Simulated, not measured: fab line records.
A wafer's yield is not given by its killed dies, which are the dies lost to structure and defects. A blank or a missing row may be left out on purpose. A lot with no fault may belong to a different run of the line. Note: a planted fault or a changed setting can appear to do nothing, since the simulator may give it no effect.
fab line records    flow nand-harc    part 1 of 2: steps 1 to 4 of 6
record lots=23  wafers=69  last-day=33
route steps=1302 shown A_STAIRCASE@739
lots untouched by any fault: they come from a run of this same line in which no faults occurred
start-h: the number of hours between the record's first day and the start of the first shown wafer of the lot    wait-h: how many hours have passed since the lot's step before this one    " identical to the entry in the row above    L1.1+2: a single row standing in for several wafers    - no value, or no start was given    * or withheld: withheld    < > ~ a bound
route shown NAME@n: NAME is a module with steps in the file, n the number in the route of the first one    usual: mean/standard deviation of fault-free wafers    same: alike in all rows    chamber/n: place in a boat    sites: readings site by site    _std_site: standard deviation of those values    _edge_site: inner sites' mean taken away from outer sites' mean    radius-mm: for every site, how far away it sits from the centre of the wafer    mask NAME#n: copy n    behind: the last tool/chamber to shape the wafer    hold: the reason the lot was held/the length of the hold in hours/how it ended    device: transistor that didn't switch, given as n, p or np    end of line: at the end of the route, the tests of the same wafers    a step given without rows: its recipe and nothing more    killed: the dies lost at the first sort to structure and to defects; this is not the yield of the wafer    map: a wafer's dies, x killed, . not, _ none there
set.NAME: setting as actually run; set.NAME@STEP: the setting as run at that earlier step    model.NAME: the simulator's own value behind a step, which no gauge read
a sample of lots followed through the steps of the route, with each step as a table and each wafer as a row
services: from which hour (start-h, from the record's first day; less than 0 if before it) a tool's chamber was out of use, for how many hours, and why
## steps
# step NHARC_A_STAIRCASE_ETCH_225
# recipe target-depth-a=1000  time-s=40.5  ion-energy-ev=400  c4f8-flow-sccm=20  o2-flow-sccm=10  ar-flow-sccm=withheld  rf-w=600  bias-w=1000  chemistry=C4F8/O2
# usual oes-product-au=0.934/0.012  rf-vpp-V=895/6.1
lot.wafer  tool         chamber  start-h  wait-h  oes-product-au  rf-hours-counter-h  rf-vpp-V
L075.2     rie-diel-04  0        -        -       0.940           1                   894
L075.1     "            2        "        "       0.952           1                   905
L075.5     "            3        "        "       0.940           -                   887
L074.1     rie-diel-01  1        -        -       0.924           47                  900
L074.4     "            3        "        "       0.952           55                  889
L074.6     "            1        "        "       0.914           -                   898
L076.3     rie-diel-01  1        -        -       0.923           3                   899
L076.2     "            2        "        "       0.948           2                   892
L076.1     "            0        "        "       0.935           3                   894
L078.2     rie-diel-04  2        -        -       0.936           13                  905
L078.5     "            0        "        "       0.952           -                   893
L078.6     "            1        "        "       0.943           -                   889
L077.2     rie-diel-01  2        -        -       0.937           6                   891
L077.1     "            3        "        "       0.930           6                   888
L077.5     "            1        "        "       0.921           -                   900
L081.2     rie-diel-06  0        -        -       0.916           30                  899
L081.3     "            2        "        "       0.920           30                  905
L081.6     "            0        "        "       0.919           -                   898
L079.1     rie-diel-06  3        -        -       0.938           31                  899
L079.5     "            3        "        "       0.950           -                   900
L079.6     "            0        "        "       0.936           -                   901
L080.4     rie-diel-01  0        -        -       0.946           13                  894
L080.3     "            2        "        "       0.940           13                  891
L080.6     "            0        "        "       0.949           -                   895
L082.1     rie-diel-04  1        -        -       0.938           22                  889
L082.2     "            2        "        "       0.938           23                  907
L082.6     "            0        "        "       0.943           -                   893
L083.1     rie-diel-01  2        -        -       0.938           19                  892
L083.2     "            3        "        "       0.941           18                  889
L083.6     "            1        "        "       0.928           -                   901
L084.4     rie-diel-01  3        -        -       0.958           23                  889
L084.3     "            1        "        "       0.928           27                  901
L084.5     "            2        "        "       0.942           -                   891
L085.2     rie-diel-01  1        -        -       0.914           28                  899
L085.4     "            2        "        "       0.935           26                  890
L085.6     "            2        "        "       0.935           -                   891
L086.4     rie-diel-01  3        -        -       0.945           25                  888
L086.3     "            1        "        "       0.928           28                  898
L086.6     "            3        "        "       0.945           -                   890
L088.4     rie-diel-01  1        -        -       0.911           43                  898
L088.1     "            2        "        "       0.937           40                  892
L088.3     "            3        "        "       0.959           35                  889
L089.3     rie-diel-04  1        -        -       0.939           45                  889
L089.1     "            3        "        "       0.928           50                  887
L089.4     "            0        "        "       0.929           -                   893
L087.1     rie-diel-04  3        -        -       0.920           51                  886
L087.3     "            1        "        "       0.932           46                  887
L087.4     "            3        "        "       0.920           -                   886
L090.3     rie-diel-01  0        -        -       0.941           42                  893
L090.4     "            1        "        "       0.920           47                  898
L090.1     "            3        "        "       0.947           39                  887
L091.3     rie-diel-06  2        -        -       0.938           10                  905
L091.5     "            0        "        "       0.954           -                   899
L091.6     "            1        "        "       0.936           -                   904
L092.2     rie-diel-04  0        -        -       0.939           1                   892
L092.1     "            2        "        "       0.913           1                   905
L092.5     "            1        "        "       0.937           -                   888
L093.4     rie-diel-04  1        -        -       0.924           2                   886
L093.1     "            2        "        "       0.918           2                   904
L093.6     "            1        "        "       0.924           -                   887
L094.1     rie-diel-01  3        -        -       0.943           2                   889
L094.2     "            1        "        "       0.907           4                   898
L094.5     "            3        "        "       0.934           -                   887
L096.4     rie-diel-04  2        -        -       0.918           13                  904
L096.3     "            3        "        "       0.952           13                  903
L096.2     "            0        "        "       0.949           11                  892
L095.1     rie-diel-04  3        -        -       0.944           16                  905
L095.4     "            0        "        "       0.941           14                  892
L095.5     "            2        "        "       0.910           -                   905
# step NHARC_A_STAIRCASE_TRIM_235
# recipe time-s=211.2  o2-flow-sccm=500  ar-flow-sccm=0  bias-w=0  chemistry=O2
# usual drypump-motor-current-A=5.8/0.47  oes-product-au=0.993/0.012  rf-vpp-V=57.8/0.99  showerhead-plenum-p-Torr=3.56/0.18  throttle-valve-pct=17.036/0.009
lot.wafer  tool         chamber  start-h  wait-h  drypump-motor-current-A  oes-product-au  rf-hours-counter-h  rf-vpp-V  showerhead-plenum-p-Torr  throttle-valve-pct
L075.1     rie-diel-06  0        -        -       5.8                      0.989           15                  57.9      3.64                      17.041
L075.2     "            1        "        "       6.8                      0.972           15                  57.1      3.77                      17.015
L075.5     "            3        "        "       6.1                      0.998           -                   58.0      3.62                      17.038
L074.1     rie-diel-04  0        -        -       5.7                      0.989           1                   58.7      3.46                      17.040
L074.4     "            1        "        "       5.7                      0.997           1                   56.6      3.33                      17.019
L074.6     "            1        "        "       5.7                      0.996           -                   58.0      3.33                      17.036
L076.3     rie-diel-04  3        -        -       6.3                      0.996           9                   57.8      3.29                      17.053
L076.2     "            1        "        "       5.7                      0.994           10                  57.5      3.33                      17.034
L076.1     "            2        "        "       5.9                      1.001           10                  58.7      3.80                      17.032
L078.2     rie-diel-06  0        -        -       5.8                      0.980           25                  58.9      3.63                      17.042
L078.5     "            2        "        "       5.3                      0.986           -                   58.8      3.79                      17.051
L078.6     "            3        "        "       6.0                      1.001           -                   58.4      3.62                      17.022
L077.2     rie-diel-01  2        -        -       5.7                      0.994           7                   57.2      3.40                      17.032
L077.1     "            0        "        "       5.0                      0.995           8                   57.9      3.49                      17.046
L077.5     "            2        "        "       5.7                      0.985           -                   56.4      3.40                      17.042
L081.3     rie-diel-06  3        -        -       6.0                      1.014           30                  58.5      3.61                      17.026
L081.2     "            1        "        "       6.8                      0.983           29                  58.1      3.76                      17.036
L081.6     "            3        "        "       6.0                      1.003           -                   57.4      3.61                      17.044
L079.1     rie-diel-04  3        424.41   -       6.2                      0.981           21                  56.8      3.28                      17.049
L079.6     "            1        "        "       5.7                      0.991           -                   56.4      3.32                      17.040
L079.5     "            2        "        "       5.9                      0.993           -                   59.9      3.80                      17.040
L080.3     rie-diel-06  1        -        -       6.8                      0.973           31                  59.2      3.76                      17.026
L080.4     "            3        "        "       6.0                      1.003           32                  57.9      3.61                      17.035
L080.6     "            1        "        "       6.8                      0.980           -                   58.5      3.76                      17.038
L082.2     rie-diel-04  0        -        -       5.7                      0.983           24                  57.3      3.44                      17.035
L082.1     "            1        "        "       5.7                      1.000           23                  58.0      3.32                      17.036
L082.6     "            0        "        "       5.7                      0.989           -                   57.1      3.44                      17.030
L083.1     rie-diel-04  1        -        -       5.7                      1.000           27                  56.9      3.32                      17.038
L083.2     "            3        "        "       6.3                      0.973           28                  56.9      3.28                      17.039
L083.6     "            2        "        "       5.9                      0.986           -                   58.6      3.79                      17.046
L084.4     rie-diel-06  1        -        -       6.8                      0.986           47                  57.4      3.75                      17.030
L084.3     "            2        "        "       5.3                      0.997           46                  61.9      3.78                      17.040
L084.5     "            0        "        "       5.8                      0.985           -                   56.8      3.62                      17.037
L085.4     rie-diel-01  1        -        -       6.4                      0.974           29                  56.6      3.61                      17.039
L085.2     "            2        "        "       5.7                      1.003           27                  58.4      3.38                      17.026
L085.6     "            3        "        "       5.2                      0.997           -                   56.0      3.34                      17.037
L086.3     rie-diel-01  3        -        -       5.2                      0.999           26                  57.3      3.34                      17.015
L086.4     "            1        "        "       6.4                      0.977           29                  59.2      3.61                      17.012
L086.6     "            0        "        "       5.1                      0.999           -                   56.6      3.48                      17.039
L088.1     rie-diel-06  0        -        -       5.8                      1.000           4                   56.4      3.62                      17.026
L088.3     "            2        "        "       5.3                      1.000           4                   58.7      3.78                      17.024
L088.4     "            3        "        "       6.1                      1.011           4                   58.0      3.60                      17.042
L089.1     rie-diel-01  3        -        -       5.2                      1.000           37                  56.4      3.33                      17.043
L089.4     "            0        "        "       5.1                      0.986           39                  55.9      3.47                      17.012
L089.3     "            1        "        "       6.4                      0.972           45                  57.6      3.60                      17.043
L087.3     rie-diel-06  3        -        -       6.0                      1.023           5                   58.4      3.60                      17.034
L087.1     "            0        "        "       5.8                      1.015           5                   59.2      3.62                      17.034
L087.4     "            2        "        "       5.2                      0.991           5                   56.9      3.78                      17.026
L090.4     rie-diel-01  2        -        -       5.7                      0.996           45                  57.8      3.37                      17.035
L090.3     "            3        "        "       5.2                      0.994           40                  57.9      3.33                      17.034
L090.1     "            0        "        "       5.0                      0.980           42                  56.1      3.47                      17.039
L091.3     rie-diel-06  0        -        -       5.8                      1.000           11                  57.6      3.61                      17.031
L091.6     "            0        "        "       5.8                      1.005           -                   57.9      3.61                      17.023
L091.5     "            1        "        "       6.8                      0.978           -                   57.0      3.74                      17.026
L092.2     rie-diel-04  2        -        -       6.0                      0.983           2                   58.4      3.78                      17.035
L092.1     "            3        "        "       6.2                      1.001           2                   57.4      3.81                      17.033
L092.5     "            3        "        "       6.2                      1.002           -                   58.3      3.81                      17.035
L093.4     rie-diel-01  3        -        -       5.2                      0.998           51                  57.0      3.32                      17.030
L093.1     "            1        "        "       6.4                      0.967           61                  59.2      3.59                      17.019
L093.6     "            2        "        "       5.7                      1.007           -                   56.8      3.37                      17.042
L094.1     rie-diel-04  2        -        -       5.9                      0.978           9                   57.5      3.77                      17.049
L094.2     "            3        "        "       6.3                      1.014           10                  58.4      3.80                      17.041
L094.5     "            0        "        "       5.7                      1.002           -                   56.5      3.42                      17.033
L096.2     rie-diel-04  1        -        -       5.7                      0.988           12                  57.2      3.30                      17.032
L096.3     "            2        "        "       6.0                      0.972           13                  59.9      3.77                      17.047
L096.4     "            0        "        "       5.7                      1.010           12                  58.9      3.42                      17.033
L095.1     rie-diel-06  3        -        -       6.0                      1.012           36                  55.9      3.58                      17.048
L095.4     "            0        "        "       5.8                      0.999           36                  57.9      3.60                      17.025
L095.5     "            2        "        "       5.3                      0.985           -                   58.3      3.76                      17.028
# step NHARC_A_STAIRCASE_STRIP_238
# recipe power-w=1500  temp-c=250  chemistry=O2
# usual drypump-motor-current-A=5.67/0.19  heater-power-w=312/25
lot.wafer  tool             chamber  start-h  wait-h  drypump-motor-current-A  heater-power-w  rf-hours-counter-h
L075.2     plasma-asher-01  1        371.21   0.1     5.58                     331             5
L075.1     "                0        "        "       5.66                     280             5
L075.5     "                1        "        "       5.59                     332             -
L074.1     plasma-asher-01  1        371.80   0.1     5.57                     329             6
L074.4     "                1        "        "       5.56                     329             -
L074.6     "                0        "        "       5.64                     286             -
L076.2     plasma-asher-02  0        401.14   0.1     5.47                     286             20
L076.1     "                1        "        "       5.95                     318             20
L076.3     "                0        "        "       5.50                     277             -
L078.2     plasma-asher-02  1        406.90   0.1     5.95                     320             22
L078.5     "                0        "        "       5.50                     283             -
L078.6     "                1        "        "       5.93                     324             -
L077.2     plasma-asher-01  1        409.57   0.1     5.60                     326             20
L077.1     "                0        "        "       5.66                     290             20
L077.5     "                0        "        "       5.65                     290             -
L081.2     plasma-asher-02  1        421.09   0.1     5.92                     320             26
L081.3     "                0        "        "       5.49                     286             -
L081.6     "                0        "        "       5.47                     289             -
L079.1     plasma-asher-02  0        424.74   0.1     5.48                     287             27
L079.6     "                0        "        "       5.48                     287             -
L079.5     "                1        "        "       5.97                     329             -
L080.4     plasma-asher-01  0        426.31   0.2     5.63                     291             -
L080.3     "                1        "        "       5.61                     337             -
L080.6     "                1        "        "       5.64                     323             -
L082.1     plasma-asher-02  1        440.52   0.1     5.92                     349             2
L082.2     "                0        "        "       5.46                     300             2
L082.6     "                0        "        "       5.45                     292             -
L083.2     plasma-asher-02  1        457.07   0.1     5.91                     343             3
L083.1     "                0        "        "       5.50                     297             3
L083.6     "                0        "        "       5.47                     289             -
L084.4     plasma-asher-02  1        471.56   0.2     5.94                     336             -
L084.3     "                0        "        "       5.48                     296             -
L084.5     "                1        "        "       5.93                     335             -
L085.2     plasma-asher-02  0        476.54   0.1     5.47                     296             7
L085.4     "                1        "        "       5.96                     340             -
L085.6     "                0        "        "       5.46                     292             -
L086.3     plasma-asher-01  0        476.88   0.2     5.64                     291             -
L086.4     "                1        "        "       5.60                     335             -
L086.6     "                1        "        "       5.63                     321             -
L088.1     plasma-asher-01  1        505.15   0.1     5.60                     332             40
L088.4     "                0        "        "       5.64                     288             -
L088.3     "                1        "        "       5.62                     339             -
L089.1     plasma-asher-01  0        508.69   0.1     5.64                     286             41
L089.3     "                0        "        "       5.65                     284             -
L089.4     "                1        "        "       5.55                     328             -
L087.1     plasma-asher-02  0        509.43   0.1     5.47                     302             13
L087.4     "                0        "        "       5.46                     296             -
L087.3     "                1        "        "       5.90                     349             -
L090.1     plasma-asher-02  1        519.71   0.1     5.96                     344             15
L090.4     "                1        "        "       5.93                     344             -
L090.3     "                0        "        "       5.47                     300             -
L091.3     plasma-asher-02  1        526.51   0.2     5.98                     337             -
L091.6     "                1        "        "       5.97                     345             -
L091.5     "                0        "        "       5.49                     292             -
L092.2     plasma-asher-02  0        550.63   0.1     5.50                     290             22
L092.1     "                1        "        "       5.97                     339             22
L092.5     "                0        "        "       5.50                     305             -
L093.1     plasma-asher-01  0        551.40   0.1     5.64                     279             4
L093.4     "                0        "        "       5.64                     278             -
L093.6     "                1        "        "       5.57                     351             -
L094.2     plasma-asher-01  0        572.62   0.1     5.65                     274             9
L094.1     "                1        "        "       5.61                     335             9
L094.5     "                0        "        "       5.64                     286             -
L096.2     plasma-asher-02  0        582.19   0.1     5.46                     293             28
L096.4     "                1        "        "       5.93                     341             -
L096.3     "                0        "        "       5.45                     292             -
L095.1     plasma-asher-02  0        592.46   0.1     5.48                     301             31
L095.4     "                0        "        "       5.47                     305             -
L095.5     "                0        "        "       5.47                     295             -
# step NHARC_A_STAIRCASE_ETCH_451
# recipe target-depth-a=300  overetch-a=30  time-s=16.5  ion-energy-ev=100  cf4-flow-sccm=80  o2-flow-sccm=20  ar-flow-sccm=0  rf-w=300  bias-w=100  chemistry=CF4/O2
# usual cf4-flow-sccm=80.03/0.22  drypump-motor-current-A=5.8/0.47  oes-product-au=0.992/0.012  rf-vpp-V=197.9/1.7  showerhead-plenum-p-Torr=1.34/0.071  throttle-valve-pct=13.397/0.0091
lot.wafer  tool         chamber  start-h  wait-h  cf4-flow-sccm  drypump-motor-current-A  oes-product-au  rf-hours-counter-h  rf-vpp-V  showerhead-plenum-p-Torr  throttle-valve-pct
L075.1     rie-diel-06  1        -        -       79.88          6.8                      0.974           16                  201.2     1.43                      13.390
L075.2     "            2        "        "       80.16          5.2                      0.980           18                  199.9     1.44                      13.395
L075.5     "            1        "        "       80.10          6.8                      0.966           -                   199.4     1.43                      13.403
L074.4     rie-diel-06  2        -        -       80.17          5.3                      0.974           19                  200.0     1.44                      13.396
L074.1     "            0        "        "       79.91          5.8                      0.975           18                  198.3     1.38                      13.410
L074.6     "            3        "        "       79.58          6.0                      1.001           -                   199.7     1.37                      13.393
L076.3     rie-diel-04  0        -        -       79.98          5.7                      0.982           13                  196.3     1.30                      13.396
L076.2     "            1        "        "       80.02          5.7                      0.979           12                  195.4     1.25                      13.412
L076.1     "            2        "        "       80.10          6.0                      0.987           13                  199.4     1.44                      13.398
L078.2     rie-diel-04  0        -        -       80.43          5.7                      0.972           14                  197.9     1.30                      13.382
L078.6     "            0        "        "       79.99          5.7                      0.988           -                   197.8     1.30                      13.387
L078.5     "            1        "        "       79.96          5.7                      0.991           -                   196.5     1.25                      13.413
L077.2     rie-diel-01  0        -        -       80.21          5.0                      0.994           10                  194.8     1.32                      13.390
L077.1     "            1        "        "       79.83          6.4                      0.969           11                  199.8     1.37                      13.386
L077.5     "            3        "        "       80.30          5.2                      1.000           -                   196.4     1.26                      13.395
L081.3     rie-diel-06  2        -        -       79.87          5.3                      0.981           32                  199.5     1.44                      13.391
L081.2     "            3        "        "       80.23          6.0                      1.004           32                  199.2     1.37                      13.397
L081.6     "            2        "        "       80.15          5.2                      0.974           -                   202.0     1.44                      13.385
L079.1     rie-diel-04  2        -        -       80.16          5.9                      0.984           21                  199.2     1.44                      13.401
L079.5     "            0        "        "       80.15          5.7                      1.000           -                   196.4     1.30                      13.408
L079.6     "            1        "        "       80.18          5.7                      1.005           -                   196.5     1.25                      13.410
L080.3     rie-diel-06  2        -        -       80.10          5.3                      0.974           35                  199.4     1.44                      13.382
L080.4     "            1        "        "       80.48          6.8                      0.984           36                  199.9     1.42                      13.395
L080.6     "            3        "        "       79.90          6.0                      0.995           -                   199.0     1.37                      13.396
L082.2     rie-diel-01  2        -        -       80.07          5.7                      1.007           17                  196.1     1.28                      13.396
L082.1     "            0        "        "       80.46          5.0                      0.990           18                  197.0     1.32                      13.395
L082.6     "            1        "        "       80.10          6.4                      0.992           -                   198.9     1.37                      13.397
L083.1     rie-diel-01  2        -        -       80.18          5.7                      1.002           22                  197.9     1.28                      13.389
L083.2     "            0        "        "       79.86          5.0                      0.997           23                  196.6     1.32                      13.395
L083.6     "            2        "        "       80.03          5.7                      1.002           -                   196.7     1.28                      13.398
L084.4     rie-diel-01  2        -        -       79.61          5.7                      1.002           27                  197.6     1.28                      13.405
L084.3     "            0        "        "       80.10          5.0                      0.996           28                  196.9     1.31                      13.401
L084.5     "            2        "        "       80.04          5.7                      0.998           -                   196.2     1.28                      13.380
L085.4     rie-diel-01  3        -        -       80.32          5.2                      1.001           28                  195.9     1.26                      13.381
L085.2     "            0        "        "       79.86          5.0                      0.991           30                  198.0     1.31                      13.399
L085.6     "            3        "        "       79.91          5.2                      1.002           -                   196.4     1.26                      13.392
L086.3     rie-diel-04  1        -        -       80.00          5.7                      0.996           36                  195.9     1.25                      13.393
L086.4     "            2        "        "       79.73          6.0                      0.990           41                  199.9     1.44                      13.388
L086.6     "            2        "        "       79.94          5.9                      0.993           -                   199.3     1.44                      13.413
L088.4     rie-diel-06  0        -        -       80.18          5.8                      1.010           6                   198.0     1.37                      13.401
L088.1     "            1        "        "       79.87          6.7                      0.991           6                   200.0     1.42                      13.390
L088.3     "            2        "        "       79.66          5.2                      1.006           6                   199.3     1.43                      13.410
L089.3     rie-diel-06  3        -        -       80.01          6.0                      1.003           8                   196.8     1.36                      13.398
L089.4     "            0        "        "       80.09          5.8                      1.005           8                   198.3     1.37                      13.425
L089.1     "            1        "        "       80.09          6.8                      0.978           7                   200.2     1.42                      13.399
L087.1     rie-diel-04  2        -        -       79.78          5.9                      0.988           49                  200.7     1.43                      13.394
L087.3     "            3        "        "       80.23          6.2                      0.987           52                  195.8     1.23                      13.403
L087.4     "            0        "        "       79.62          5.7                      0.993           49                  195.6     1.30                      13.384
L090.3     rie-diel-01  2        -        -       80.26          5.7                      1.001           50                  198.2     1.27                      13.396
L090.1     "            3        "        "       79.93          5.2                      1.002           43                  196.8     1.26                      13.400
L090.4     "            0        "        "       80.14          5.0                      1.000           45                  197.1     1.31                      13.399
L091.3     rie-diel-04  1        -        -       79.75          5.7                      1.005           50                  196.7     1.25                      13.410
L091.5     "            3        "        "       80.05          6.2                      0.989           -                   195.3     1.23                      13.411
L091.6     "            0        "        "       80.11          5.7                      0.999           -                   195.7     1.30                      13.377
L092.1     rie-diel-04  2        -        -       79.73          5.9                      0.995           3                   199.6     1.43                      13.404
L092.2     "            0        "        "       80.11          5.7                      1.007           3                   195.6     1.29                      13.400
L092.5     "            1        "        "       80.35          5.7                      0.990           -                   195.1     1.25                      13.401
L093.4     rie-diel-06  2        -        -       79.86          5.2                      0.982           21                  199.2     1.43                      13.393
L093.1     "            1        "        "       80.15          6.8                      0.989           21                  199.5     1.42                      13.389
L093.6     "            2        "        "       80.10          5.3                      0.987           -                   199.6     1.43                      13.396
L094.2     rie-diel-04  0        -        -       79.82          5.7                      1.019           10                  197.8     1.29                      13.398
L094.1     "            2        "        "       80.15          5.9                      0.982           11                  200.9     1.43                      13.390
L094.5     "            0        "        "       80.01          5.7                      1.009           -                   196.8     1.29                      13.400
L096.4     rie-diel-01  2        -        -       80.31          5.7                      0.997           4                   196.5     1.27                      13.396
L096.2     "            3        "        "       80.02          5.2                      0.981           11                  195.5     1.25                      13.406
L096.3     "            0        "        "       80.09          5.0                      0.995           13                  196.5     1.31                      13.399
L095.1     rie-diel-06  3        -        -       80.36          6.0                      1.008           36                  197.5     1.36                      13.388
L095.4     "            0        "        "       79.85          5.7                      1.000           37                  198.1     1.36                      13.402
L095.5     "            2        "        "       80.09          5.3                      0.978           -                   199.9     1.43                      13.393
